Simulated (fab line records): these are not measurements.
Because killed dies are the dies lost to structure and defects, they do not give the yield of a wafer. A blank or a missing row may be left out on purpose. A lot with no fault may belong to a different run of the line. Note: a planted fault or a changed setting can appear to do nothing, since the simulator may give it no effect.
Split-lot experiment | flow n5Finfet | 21 wafers read across 7 lots, on a route 1938 steps long

== SPLIT DETAILS ==
At N5_SD_EPI_N_EPI_21 (deposits Si:P, time 690 s), the setting epiGrowthTimeS was moved away from the recipe's 690 s on 9 of the 21 wafers read, by -6.1% to +7.8%. For the rest of the wafers, this setting stayed at what the recipe calls for.

== FROM THE SPLIT TO THE READING: what the file shows between them, 7 steps ==
- N5_SD_EPI_N_PRECLEAN_24: cleans in O3/DIW, time 60 s
- N5_SD_EPI_P_EPI_21: deposits SiGe:B, time 355 s
- N5_SD_EPI_P_HM_STRIP_48: strips SiNx in H3PO4, material SiNx, target depth 3 nm
- N5_SD_EPI_P_SRD_49: time 30 s
- N5_SD_EPI_P_PRECLEAN_24: cleans in O3/DIW, time 45 s
- N5_SD_ACTIVATION_RTA_00: time 0 s
- N5_SD_ACTIVATION_LSA_01: time 0.0008 s

== THE READING ==
Measured at N5_SD_ACTIVATION_RS_MEAS_03 by four-point probe: RS_SD_N, in ohm/sq. On this fab line, fault-free wafers typically give 21.83 ohm/sq with a standard deviation of 0.26 ohm/sq.

wafer  | tool, chamber at the split | epiGrowthTimeS as run, s | against the recipe | RS_SD_N, ohm/sq | against lot-mates on the recipe
L074.1 | epiRpcvd-04, 0             | 690                      | recipe             | 21.74           | -
L074.3 | epiRpcvd-04, 0             | 716.2                    | +3.8%              | 21.31           | -0.43
L074.5 | epiRpcvd-04, 0             | 716.2                    | +3.8%              | 21.17           | -0.57
L077.3 | epiRpcvd-03, 0             | 744                      | +7.8%              | 20.47           | -1.05
L077.4 | epiRpcvd-03, 0             | 690                      | recipe             | 21.52           | -
L077.6 | epiRpcvd-03, 0             | 744                      | +7.8%              | 20.24           | -1.28
L081.4 | epiRpcvd-04, 0             | 716.3                    | +3.8%              | 21.80           | -0.67
L081.5 | epiRpcvd-04, 0             | 716.3                    | +3.8%              | 21.80           | -0.67
L081.6 | epiRpcvd-04, 0             | 690                      | recipe             | 22.47           | -
L083.2 | epiRpcvd-03, 0             | 647.9                    | -6.1%              | 22.95           | +1.19
L083.3 | epiRpcvd-03, 0             | 647.9                    | -6.1%              | 22.96           | +1.20
L083.6 | epiRpcvd-03, 0             | 690                      | recipe             | 21.76           | -
L087.1 | epiRpcvd-03, 0             | 667                      | -3.3%              | 22.30           | +0.15
L087.3 | epiRpcvd-03, 0             | 690                      | recipe             | 22.44           | -
L087.4 | epiRpcvd-03, 0             | 690                      | recipe             | 21.86           | -
L093.2 | epiRpcvd-04, 0             | 690                      | recipe             | 21.84           | -
L093.4 | epiRpcvd-04, 0             | 690                      | recipe             | 22.31           | -
L093.6 | epiRpcvd-04, 0             | 690                      | recipe             | 21.66           | -
L096.3 | epiRpcvd-04, 0             | 690                      | recipe             | 22.26           | -
L096.4 | epiRpcvd-04, 0             | 690                      | recipe             | 22.13           | -
L096.6 | epiRpcvd-04, 0             | 690                      | recipe             | 22.03           | -

THE FIT
A straight line over all 21 wafers: RS_SD_N changes by -0.171 ohm/sq for each +1% of epiGrowthTimeS; r = -0.89; the points scatter about the line by 0.31 ohm/sq.
The same after taking each lot's own level away (the mean of its wafers on the recipe; 21 wafers): -0.16 ohm/sq for each +1%; r = -0.95; scatter 0.2 ohm/sq.
Per that fit: largest epiGrowthTimeS move, reading shift of 1.2 ohm/sq.
From 21.520 to 22.470 ohm/sq: that is the span of the lots' own levels, equal to 3.7 times the standard deviation above.
Hence the lot-to-lot level has little effect on the slope; both slopes agree.
Check: -1.29 ohm/sq against its lot-mates is what the line predicts for one of the wafers moved furthest among these (+7.8%) when that wafer is left out of the fit. It came out at -1.05 ohm/sq against them.

== THE WHOLE CHAIN: every reading that the file lists as answering this split, in the file's order ==
step                        | what it does                                           | reading                                                                        | change (the file's fit)               | r (the file's)
N5_SD_EPI_N_EPI_21          | deposits Si:P, time 690 s                              | Si-P_of_SD_EPI_N_EPI_21.thkNm (the simulator's own value, which no gauge read) | +0.414 nm for each +1% of the setting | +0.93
N5_SD_EPI_P_HM_STRIP_48     | strips SiNx in H3PO4, material SiNx, target depth 3 nm | Si-P_of_SD_EPI_N_EPI_21.thkNm (the simulator's own value, which no gauge read) | +0.4 nm for each +1% of the setting   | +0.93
N5_SD_ACTIVATION_RS_MEAS_03 | measures by four-point-probe                           | RS_SD_N                                                                        | -0.154 for each +1% of the setting    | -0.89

== FILE'S OWN FIT ==
RS_SD_N changes by -0.154 ohm/sq for each +1% of epiGrowthTimeS, r = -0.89.
